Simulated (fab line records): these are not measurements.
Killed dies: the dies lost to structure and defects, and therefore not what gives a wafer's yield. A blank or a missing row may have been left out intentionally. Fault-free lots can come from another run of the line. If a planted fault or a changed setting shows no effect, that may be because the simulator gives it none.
The tool behind it: which one? + flow nand_harc + 24 lots with 72 wafers sampled at 6 steps, on a route of 1302 steps

## WHAT THE GAUGES READ, wafer by wafer
NHARC_A_BONDPAD_CD_MEAS_13. Usual: cd_nm 499.6 nm, standard deviation 1.9.
| lot  | measured     | on        | cd_nm (nm)        | flag |
|------|--------------|-----------|-------------------|------|
| L074 | day 23 13:16 | cd_sem-01 | 501.5 503.8 500.5 |      |
| L075 | day 23 14:17 | cd_sem-02 | 501.2 502.0 500.8 |      |
| L076 | day 23 19:40 | cd_sem-02 | 501.0 502.4 501.3 |      |
| L077 | day 24 20:17 | cd_sem-01 | 499.5 496.9 499.2 |      |
| L079 | day 25 07:27 | cd_sem-03 | 499.5 500.4 498.8 |      |
| L078 | day 25 21:58 | cd_sem-01 | 501.9 500.0 500.0 |      |
| L081 | day 26 03:10 | cd_sem-01 | 496.3 499.9 500.4 |      |
| L082 | day 26 14:29 | cd_sem-03 | 497.3 498.2 497.3 |      |
| L080 | day 26 17:14 | cd_sem-03 | 499.2 499.2 501.4 |      |
| L083 | day 26 19:11 | cd_sem-03 | 501.2 499.7 499.9 |      |
| L084 | day 27 00:29 | cd_sem-03 | 496.2 501.2 498.7 |      |
| L085 | day 27 22:28 | cd_sem-01 | 500.2 502.2 499.8 |      |
| L086 | day 28 04:01 | cd_sem-03 | 495.2 501.6 501.4 |      |
| L087 | day 28 06:36 | cd_sem-02 | 498.9 499.1 501.3 |      |
| L088 | day 29 11:34 | cd_sem-01 | 501.6 497.2 495.5 |      |
| L089 | day 29 13:26 | cd_sem-02 | 501.3 501.3 502.6 |      |
| L090 | day 30 06:34 | cd_sem-02 | 501.3 500.8 501.9 |      |
| L091 | day 30 07:36 | cd_sem-02 | 495.9 495.6 500.9 |      |
| L092 | day 30 12:05 | cd_sem-01 | 497.0 498.5 496.5 |      |
| L093 | day 31 04:12 | cd_sem-01 | 499.2 500.3 501.8 |      |
| L096 | day 31 11:17 | cd_sem-02 | 502.3 503.1 502.6 |      |
| L094 | day 31 11:35 | cd_sem-03 | 497.9 500.5 498.1 |      |
| L095 | day 31 16:49 | cd_sem-03 | 501.2 500.8 500.4 |      |
| L097 | day 33 04:26 | cd_sem-03 | 504.3 500.4 501.8 |      |

NHARC_A_BONDPAD_INSPECT_23. Usual: raw_defect_count 558, standard deviation 130.
| lot  | measured     | on                | raw_defect_count | flag |
|------|--------------|-------------------|------------------|------|
| L074 | day 23 15:31 | defect_inspect-02 | 676 495 496      |      |
| L075 | day 23 16:36 | defect_inspect-01 | 429 463 413      |      |
| L076 | day 23 21:55 | defect_inspect-02 | 553 571 622      |      |
| L077 | day 24 22:31 | defect_inspect-01 | 726 558 524      |      |
| L079 | day 25 09:43 | defect_inspect-02 | 444 369 424      |      |
| L078 | day 26 00:12 | defect_inspect-02 | 593 491 428      |      |
| L081 | day 26 05:26 | defect_inspect-02 | 425 446 513      |      |
| L082 | day 26 16:42 | defect_inspect-02 | 547 687 505      |      |
| L080 | day 26 19:28 | defect_inspect-01 | 546 519 496      |      |
| L083 | day 26 21:25 | defect_inspect-01 | 416 447 517      |      |
| L084 | day 27 02:43 | defect_inspect-01 | 716 828 841      |      |
| L085 | day 28 00:43 | defect_inspect-01 | 964 639 816      |      |
| L086 | day 28 06:14 | defect_inspect-02 | 411 591 405      |      |
| L087 | day 28 08:50 | defect_inspect-02 | 549 614 642      |      |
| L088 | day 29 13:47 | defect_inspect-02 | 474 577 589      |      |
| L089 | day 29 15:41 | defect_inspect-01 | 427 401 491      |      |
| L090 | day 30 08:50 | defect_inspect-01 | 468 507 377      |      |
| L091 | day 30 09:52 | defect_inspect-02 | 591 523 566      |      |
| L092 | day 30 14:50 | defect_inspect-01 | 669 680 651      |      |
| L093 | day 31 06:30 | defect_inspect-02 | 588 696 787      |      |
| L096 | day 31 13:39 | defect_inspect-01 | 520 598 525      |      |
| L094 | day 31 13:54 | defect_inspect-01 | 401 521 426      |      |
| L095 | day 31 19:04 | defect_inspect-01 | 430 567 549      |      |
| L097 | day 33 06:59 | defect_inspect-02 | 615 551 890      |      |

## TOOL THAT RAN EACH LOT (tool first, then ch and the chambers of the sampled wafers, then the start)
| lot  | NHARC_A_M1_STRIP_18                | NHARC_A_M1_CMP_23             | NHARC_A_BONDPAD_DEP_00                   | NHARC_A_BONDPAD_CMP_19        |
|------|------------------------------------|-------------------------------|------------------------------------------|-------------------------------|
| L074 | rie_diel-08 ch 1,2,3, day 23 08:43 | cmp-03 ch 0,2,3, day 23 10:27 | pecvd-02 ch 0,1, day 23 11:40            | cmp-02 ch 0,1,2, day 23 14:58 |
| L075 | rie_diel-03 ch 0,1,2, day 23 09:37 | cmp-03 ch 0,2,3, day 23 11:20 | pecvd-04 ch 0,2, day 23 14:17 or earlier | cmp-04 ch 0,2,3, day 23 16:03 |
| L076 | rie_diel-11 ch 1,2,3, day 23 15:08 | cmp-03 ch 0,1, day 23 16:50   | pecvd-03 ch 0,1, day 23 18:02            | cmp-01 ch 0,2, day 23 21:24   |
| L077 | rie_diel-03 ch 0,1,3, day 24 15:48 | cmp-04 ch 1,2, day 24 17:29   | pecvd-03 ch 0,2, day 24 18:45            | cmp-02 ch 1,2,3, day 24 22:03 |
| L079 | rie_diel-11 ch 1,2,3, day 25 02:45 | cmp-03 ch 0,1,2, day 25 04:32 | pecvd-03 ch 0,2, day 25 05:42            | cmp-01 ch 0,1,2, day 25 09:10 |
| L078 | rie_diel-11 ch 0,1,3, day 25 17:02 | cmp-03 ch 0,3, day 25 18:43   | pecvd-04 ch 1,2, day 25 20:16            | cmp-04 ch 0,2,3, day 25 23:44 |
| L081 | rie_diel-08 ch 0,2,3, day 25 22:32 | cmp-03 ch 0,1,3, day 26 00:18 | pecvd-03 ch 1,2, day 26 01:29            | cmp-02 ch 1,2,3, day 26 04:56 |
| L082 | rie_diel-08 ch 0,2,3, day 26 09:28 | cmp-02 ch 1,2,3, day 26 11:21 | pecvd-04 ch 0,1,2, day 26 12:44          | cmp-04 ch 0,2,3, day 26 16:11 |
| L080 | rie_diel-03 ch 1,3, day 26 12:35   | cmp-04 ch 0,2, day 26 14:20   | pecvd-03 ch 0,2, day 26 15:31            | cmp-02 ch 0,1,3, day 26 18:59 |
| L083 | rie_diel-03 ch 0,1,2, day 26 14:07 | cmp-02 ch 0,1,3, day 26 16:17 | pecvd-04 ch 1,2, day 26 19:11 or earlier | cmp-02 ch 2,3, day 26 20:53   |
| L084 | rie_diel-11 ch 0,1,3, day 26 19:45 | cmp-04 ch 0,1,3, day 26 21:34 | pecvd-02 ch 2, day 26 22:47              | cmp-01 ch 0,2,3, day 27 02:15 |
| L085 | rie_diel-08 ch 0,3, day 27 17:40   | cmp-04 ch 0,1, day 27 19:34   | pecvd-03 ch 0,1,2, day 27 20:46          | cmp-01 ch 0,2,3, day 28 00:13 |
| L086 | rie_diel-11 ch 0,1, day 27 23:31   | cmp-03 ch 1,2,3, day 28 01:18 | pecvd-04 ch 0,1,2, day 28 02:31          | cmp-02 ch 1,2,3, day 28 05:47 |
| L087 | rie_diel-11 ch 0,1,3, day 28 02:05 | cmp-03 ch 0,1,3, day 28 03:49 | pecvd-04 ch 0,1, day 28 04:59            | cmp-04 ch 1,2,3, day 28 08:19 |
| L088 | rie_diel-11 ch 0,1, day 29 06:43   | cmp-02 ch 0,2,3, day 29 08:49 | pecvd-02 ch 0,1, day 29 09:56            | cmp-04 ch 1,3, day 29 13:17   |
| L089 | rie_diel-03 ch 1,2,3, day 29 08:39 | cmp-03 ch 0,2,3, day 29 10:41 | pecvd-02 ch 0,1,2, day 29 11:51          | cmp-02 ch 0,2,3, day 29 15:10 |
| L090 | rie_diel-08 ch 0,2, day 30 02:04   | cmp-03 ch 1,2,3, day 30 03:47 | pecvd-03 ch 0,1, day 30 04:57            | cmp-04 ch 0,1,3, day 30 08:18 |
| L091 | rie_diel-08 ch 0,2, day 30 03:05   | cmp-02 ch 0,3, day 30 04:48   | pecvd-04 ch 0,1, day 30 05:58            | cmp-04 ch 1,2, day 30 09:18   |
| L092 | rie_diel-08 ch 1,2,3, day 30 07:14 | cmp-02 ch 0,2,3, day 30 09:02 | pecvd-02 ch 1,2, day 30 12:05 or earlier | cmp-04 ch 0,2,3, day 30 14:22 |
| L093 | rie_diel-08 ch 0,3, day 30 23:29   | cmp-04 ch 1,3, day 31 01:13   | pecvd-03 ch 0,2, day 31 02:28            | cmp-04 ch 0,1,3, day 31 06:01 |
| L096 | rie_diel-03 ch 0,1,3, day 31 06:27 | cmp-03 ch 2,3, day 31 08:12   | pecvd-04 ch 0,2, day 31 11:17 or earlier | cmp-01 ch 2,3, day 31 13:10   |
| L094 | rie_diel-11 ch 1,2,3, day 31 06:45 | cmp-02 ch 0,1,3, day 31 08:31 | pecvd-04 ch 1,2, day 31 11:35 or earlier | cmp-02 ch 0,1,3, day 31 13:23 |
| L095 | rie_diel-03 ch 0,2,3, day 31 12:12 | cmp-02 ch 0,3, day 31 13:54   | pecvd-02 ch 0,1,2, day 31 15:10          | cmp-01 ch 0,2,3, day 31 18:34 |
| L097 | rie_diel-03 ch 0,2,3, day 32 23:45 | cmp-04 ch 2,3, day 33 01:31   | pecvd-03 ch 0,1,2, day 33 02:47          | cmp-04 ch 0,2, day 33 06:28   |
- NHARC_A_M1_STRIP_18: strips in N2/H2.
- NHARC_A_M1_CMP_23: polishes, t overpolish 20 s, target thk 154.34 nm.
- NHARC_A_BONDPAD_DEP_00: deposits SiCN, target thk 250 nm.
- NHARC_A_BONDPAD_CMP_19: polishes, t overpolish 30 s, cu recess touch 16 s, target thk 169.82 nm.

## WHAT THE TOOLS THEMSELVES READ (means of the sampled wafers that have a number; where no wafer has one, the mark that the record gives instead)
NHARC_A_M1_STRIP_18. Usual: drypump_motor_current_A 5.7 A, standard deviation 0.47; oes_product_au 1.001 a.u., standard deviation 0.0091; rf_fwd_power_W 997 W, standard deviation 3.1; rf_vpp_V 90.7 V, standard deviation 1; showerhead_plenum_p_Torr 2.05 Torr, standard deviation 0.088; throttle_valve_pct 14.171 %, standard deviation 0.009.
| lot  | tool        | drypump_motor_current_A (A) | oes_product_au (a.u.) | rf_fwd_power_W (W) | rf_vpp_V (V) | showerhead_plenum_p_Torr (Torr) | throttle_valve_pct (%) | flag |
|------|-------------|-----------------------------|-----------------------|--------------------|--------------|---------------------------------|------------------------|------|
| L074 | rie_diel-08 | 5.8                         | 1.001                 | 995                | 91.7         | 2.02                            | 14.173                 |      |
| L075 | rie_diel-03 | 5.5                         | 1.003                 | 996                | 90.9         | 2.10                            | 14.173                 |      |
| L076 | rie_diel-11 | 5.7                         | 1.001                 | 995                | 90.5         | 2.10                            | 14.162                 |      |
| L077 | rie_diel-03 | 5.9                         | 1.004                 | 995                | 89.9         | 2.04                            | 14.175                 |      |
| L079 | rie_diel-11 | 5.7                         | 1.001                 | 999                | 90.9         | 2.10                            | 14.172                 |      |
| L078 | rie_diel-11 | 5.9                         | 1.003                 | 997                | 90.8         | 2.04                            | 14.173                 |      |
| L081 | rie_diel-08 | 5.6                         | 1.008                 | 995                | 91.4         | 2.08                            | 14.164                 |      |
| L082 | rie_diel-08 | 5.6                         | 1.001                 | 996                | 90.0         | 2.08                            | 14.169                 |      |
| L080 | rie_diel-03 | 6.1                         | 0.996                 | 997                | 90.6         | 1.97                            | 14.171                 |      |
| L083 | rie_diel-03 | 5.5                         | 1.012                 | 1001               | 91.1         | 2.10                            | 14.170                 |      |
| L084 | rie_diel-11 | 5.9                         | 1.004                 | 996                | 90.5         | 2.04                            | 14.172                 |      |
| L085 | rie_diel-08 | 5.5                         | 0.998                 | 998                | 90.7         | 2.06                            | 14.170                 |      |
| L086 | rie_diel-11 | 6.0                         | 1.011                 | 1001               | 91.6         | 2.09                            | 14.166                 |      |
| L087 | rie_diel-11 | 5.9                         | 1.006                 | 999                | 90.7         | 2.04                            | 14.176                 |      |
| L088 | rie_diel-11 | 6.0                         | 1.005                 | 996                | 90.9         | 2.09                            | 14.172                 |      |
| L089 | rie_diel-03 | 5.7                         | 1.002                 | 998                | 89.9         | 2.03                            | 14.174                 |      |
| L090 | rie_diel-08 | 6.1                         | 0.998                 | 999                | 91.0         | 2.15                            | 14.169                 |      |
| L091 | rie_diel-08 | 6.0                         | 0.997                 | 999                | 92.2         | 2.15                            | 14.172                 |      |
| L092 | rie_diel-08 | 5.8                         | 0.993                 | 993                | 91.2         | 2.02                            | 14.167                 |      |
| L093 | rie_diel-08 | 5.2                         | 0.986                 | 998                | 89.8         | 2.00                            | 14.175                 |      |
| L096 | rie_diel-03 | 5.9                         | 0.997                 | 1001               | 90.4         | 2.03                            | 14.173                 |      |
| L094 | rie_diel-11 | 5.7                         | 0.995                 | 1000               | 91.5         | 2.09                            | 14.169                 |      |
| L095 | rie_diel-03 | 5.5                         | 0.997                 | 997                | 90.3         | 2.03                            | 14.170                 |      |
| L097 | rie_diel-03 | 5.5                         | 1.005                 | 995                | 90.6         | 2.03                            | 14.174                 |      |

NHARC_A_M1_CMP_23. Usual: motor_current_A 12.1 A, standard deviation 1.1; time_to_endpoint_s 29.0 s, standard deviation 2.5.
| lot  | tool   | motor_current_A (A) | time_to_endpoint_s (s) | flag |
|------|--------|---------------------|------------------------|------|
| L074 | cmp-03 | 12.0                | 30.1                   |      |
| L075 | cmp-03 | 11.8                | 28.4                   |      |
| L076 | cmp-03 | 11.7                | 30.6                   |      |
| L077 | cmp-04 | 12.2                | 28.0                   |      |
| L079 | cmp-03 | 11.5                | 33.0                   |      |
| L078 | cmp-03 | 13.1                | 25.7                   |      |
| L081 | cmp-03 | 12.6                | 30.5                   |      |
| L082 | cmp-02 | 12.1                | 27.8                   |      |
| L080 | cmp-04 | 11.2                | 28.6                   |      |
| L083 | cmp-02 | 12.4                | 29.7                   |      |
| L084 | cmp-04 | 12.2                | 29.1                   |      |
| L085 | cmp-04 | 11.8                | 27.1                   |      |
| L086 | cmp-03 | 12.8                | 26.8                   |      |
| L087 | cmp-03 | 13.0                | 28.6                   |      |
| L088 | cmp-02 | 11.1                | 29.1                   |      |
| L089 | cmp-03 | 11.9                | 26.1                   |      |
| L090 | cmp-03 | 12.7                | 27.3                   |      |
| L091 | cmp-02 | 11.6                | 28.1                   |      |
| L092 | cmp-02 | 11.7                | 30.6                   |      |
| L093 | cmp-04 | 12.2                | 30.1                   |      |
| L096 | cmp-03 | 12.2                | 25.3                   |      |
| L094 | cmp-02 | 12.5                | 28.1                   |      |
| L095 | cmp-02 | 11.7                | 29.0                   |      |
| L097 | cmp-04 | 12.2                | 33.5                   |      |

NHARC_A_BONDPAD_DEP_00. Usual: heater_power_w 563 W, standard deviation 62; rf_fwd_power_W 449.2 W, standard deviation 1.3.
| lot  | tool     | heater_power_w (W) | rf_fwd_power_W (W) | flag |
|------|----------|--------------------|--------------------|------|
| L074 | pecvd-02 | 602                | 449.3              |      |
| L075 | pecvd-04 | 588                | 449.7              |      |
| L076 | pecvd-03 | 620                | 447.7              |      |
| L077 | pecvd-03 | 550                | 449.5              |      |
| L079 | pecvd-03 | 527                | 449.0              |      |
| L078 | pecvd-04 | 590                | 449.5              |      |
| L081 | pecvd-03 | 637                | 449.7              |      |
| L082 | pecvd-04 | 613                | 450.1              |      |
| L080 | pecvd-03 | 545                | 451.1              |      |
| L083 | pecvd-04 | 537                | 449.4              |      |
| L084 | pecvd-02 | 442                | 448.0              |      |
| L085 | pecvd-03 | 586                | 448.6              |      |
| L086 | pecvd-04 | 596                | 449.3              |      |
| L087 | pecvd-04 | 580                | 448.3              |      |
| L088 | pecvd-02 | 554                | 448.2              |      |
| L089 | pecvd-02 | 566                | 448.8              |      |
| L090 | pecvd-03 | 522                | 448.9              |      |
| L091 | pecvd-04 | 565                | 448.7              |      |
| L092 | pecvd-02 | 624                | 449.5              |      |
| L093 | pecvd-03 | 563                | 450.0              |      |
| L096 | pecvd-04 | 537                | 447.5              |      |
| L094 | pecvd-04 | 549                | 449.6              |      |
| L095 | pecvd-02 | 517                | 450.3              |      |
| L097 | pecvd-03 | 601                | 449.9              |      |

NHARC_A_BONDPAD_CMP_19. Usual: motor_current_A 12.1 A, standard deviation 1.2; overpolish_run_s 30.000 s, standard deviation 0.0092.
| lot  | tool   | motor_current_A (A) | overpolish_run_s (s) | flag |
|------|--------|---------------------|----------------------|------|
| L074 | cmp-02 | 11.9                | 30.009               |      |
| L075 | cmp-04 | 11.5                | 30.000               |      |
| L076 | cmp-01 | 11.8                | 30.000               |      |
| L077 | cmp-02 | 12.4                | 29.998               |      |
| L079 | cmp-01 | 12.6                | 30.007               |      |
| L078 | cmp-04 | 11.7                | 29.990               |      |
| L081 | cmp-02 | 12.6                | 30.003               |      |
| L082 | cmp-04 | 12.1                | 29.998               |      |
| L080 | cmp-02 | 12.4                | 29.996               |      |
| L083 | cmp-02 | 11.5                | 29.994               |      |
| L084 | cmp-01 | 11.5                | 30.001               |      |
| L085 | cmp-01 | 11.5                | 30.000               |      |
| L086 | cmp-02 | 12.2                | 29.993               |      |
| L087 | cmp-04 | 12.2                | 30.005               |      |
| L088 | cmp-04 | 12.6                | 29.998               |      |
| L089 | cmp-02 | 11.9                | 29.999               |      |
| L090 | cmp-04 | 11.4                | 30.008               |      |
| L091 | cmp-04 | 11.8                | 29.993               |      |
| L092 | cmp-04 | 11.5                | 30.002               |      |
| L093 | cmp-04 | 11.1                | 30.001               |      |
| L096 | cmp-01 | 10.9                | 29.999               |      |
| L094 | cmp-02 | 12.7                | 30.004               |      |
| L095 | cmp-01 | 11.8                | 29.997               |      |
| L097 | cmp-04 | 11.9                | 30.009               |      |

## THE ANSWER, worked out from the rows above alone
Rule: lot off if the mean of its wafers having a number is beyond 3 standard deviations from the usual mean. Also off: a lot with no number at a reading for which 4 or more lots have one. All remaining lots with rows at the step are treated as sound. Order of review: gauges by route order, followed by the tools' own readings, for which a lot's mean as printed above is used. At the first step where some lot is off, the reading lying furthest off is the one used; lots without a number count as furthest.
No lot is off at any reading shown: from this, nothing can be told.

## WHAT THE SIMULATOR HAD PUT IN
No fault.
